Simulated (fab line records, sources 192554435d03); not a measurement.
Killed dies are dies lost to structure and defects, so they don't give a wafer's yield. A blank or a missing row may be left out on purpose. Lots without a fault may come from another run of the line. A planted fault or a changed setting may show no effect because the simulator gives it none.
A struck lot beside a sound one | flow n5_finfet | 17 steps out of a route of 1938
Sound: wafers L181.1, L181.3, L181.4. Struck: wafer L189.1. (L189.3, L189.5 of the same lot were not struck and are left out.) The cause comes at the end.
At each step with rows: each side's tool, then ch and its chambers, then its first start. Under that, the readings that differ: sound wafers | struck wafers | difference of the means | sigmas: that difference in standard deviations of wafers without a fault.
alike: readings whose means differ by less than 2 such deviations, and words and numbers that are the same on both sides. not compared: withheld readings, readings that some wafer has no value for, bounds like >300 that may hide the same value, and numbers for which the record gives no deviation and whose values overlap.
The two part at a step that has a row with sigmas, a row that says differs or no value, or rows on one side only. Numbers that don't overlap but have no deviation are shown without sigmas and don't part them. A reading that every wafer of one side lacks parts them only if that side has two wafers or more.

first, 1 step without rows for these wafers: N5_BEOL_M15_ETCH_61 (etches BARC in N2/H2, target depth 89 nm, overetch 26.7 nm, time 67.9 s).
N5_BEOL_M15_TRENCH_ETCH_34: etches SiO2 in C4F8/O2/Ar, target depth 872.93 nm, time 199 s.
  sound on rie_diel-02 ch 0,1,2, day 12 05:16; struck on rie_diel-01 ch 0, day 14 09:46
  reading                | sound             | struck | difference | sigmas
  throttle_valve_pct (%) | 31.58 30.99 30.87 | 30.46  | -0.69      | -2
  alike: drypump_motor_current_A, he_inner_torr, oes_product_au, rf_vpp_V, showerhead_plenum_p_Torr
  not compared: rf_hours_counter_h
then, 1 step without rows for these wafers: N5_BEOL_M15_STRIP_36 (strips in O2).
N5_BEOL_M15_STRIP_62: strips in O2.
  sound on rie_diel-02 ch 0,1,2; struck on rie_diel-03 ch 1
  alike: drypump_motor_current_A, oes_product_au, rf_vpp_V, showerhead_plenum_p_Torr, throttle_valve_pct
  not compared: rf_hours_counter_h
then, 1 step without rows for these wafers: N5_BEOL_M15_STRIP_37 (strips in O2).
N5_BEOL_M15_ETCH_38: etches SiCN in CF4/N2, target depth 106.4 nm, time 120.5 s.
  sound on rie_diel-02 ch 0,1,2; struck on rie_diel-03 ch 1
  reading      | sound             | struck | difference | sigmas
  rf_vpp_V (V) | 379.0 380.6 382.2 | 385.2  | +4.6       | +2
  alike: drypump_motor_current_A, oes_product_au, showerhead_plenum_p_Torr, throttle_valve_pct
  not compared: rf_hours_counter_h
then, 2 steps without rows for these wafers: N5_BEOL_M15_PRECLEAN_39 (cleans in residue remover, time 60 s); N5_BEOL_M15_SRD_40 (time 30 s, dry time 30 s).
N5_BEOL_M15_DEGAS_41: time 60 s.
  sound on pvd_sputter-01, day 12 10:17; struck on pvd_sputter-03, day 14 12:55
  alike: heater_power_w
then, 2 steps without rows for these wafers: N5_BEOL_M15_PRE_CLEAN_42 (time 30 s); N5_BEOL_M15_SPUTTER_43 (material TaN, target thk 15 nm, time 24.19 s).
N5_BEOL_M15_SPUTTER_44: material Ta, target thk 15 nm, time 24.19 s.
  sound on pvd_sputter-01, day 13 13:23; struck on pvd_sputter-03, day 14 13:04
  reading                                     | sound          | struck | difference | sigmas
  model.Ta_of_BEOL_M15_SPUTTER_44.thk_nm (nm) | 14.8 14.8 14.6 | 20.6   | +5.9       |
  alike: throttle_valve_pct
then, 2 steps without rows for these wafers: N5_BEOL_M15_SPUTTER_45 (material Cu, target thk 100 nm, time 16.67 s); N5_BEOL_M15_ECD_47 (material Cu, target thk 1860 nm).
N5_BEOL_M15_ANNEAL_48: time 90 s.
  sound on rtp_anneal-02 ch 0, day 13 13:49; struck on rtp_anneal-02 ch 0, day 14 13:31
  alike: wafer_temp_C_max
N5_BEOL_M15_CMP_49: polishes, stops on SiO2, t overpolish 4.9 s, target thk 850 nm.
  sound on cmp-02 ch 0,1,3, day 13 14:07; struck on cmp-04 ch 1, day 14 14:10
  reading                      | sound             | struck | difference | sigmas
  barrier_field_endpoint_s (s) | 11.51 11.21 11.43 | 13.36  | +1.98      | +8
  alike: clearing_platen_rpm, edge_zone_pressure_frac, motor_current_A
N5_BEOL_M15_THK_MEAS_50: measures by xrf.
  sound on film_metro-02, day 13 14:25; struck on film_metro-02, day 14 14:23
  alike: M15_THK

WHERE THEY PART
First at N5_BEOL_M15_TRENCH_ETCH_34; last, within this record, at N5_BEOL_M15_CMP_49. Later steps at which nothing parts them and some readings are alike: N5_BEOL_M15_THK_MEAS_50.

WHY: what the simulator had put in
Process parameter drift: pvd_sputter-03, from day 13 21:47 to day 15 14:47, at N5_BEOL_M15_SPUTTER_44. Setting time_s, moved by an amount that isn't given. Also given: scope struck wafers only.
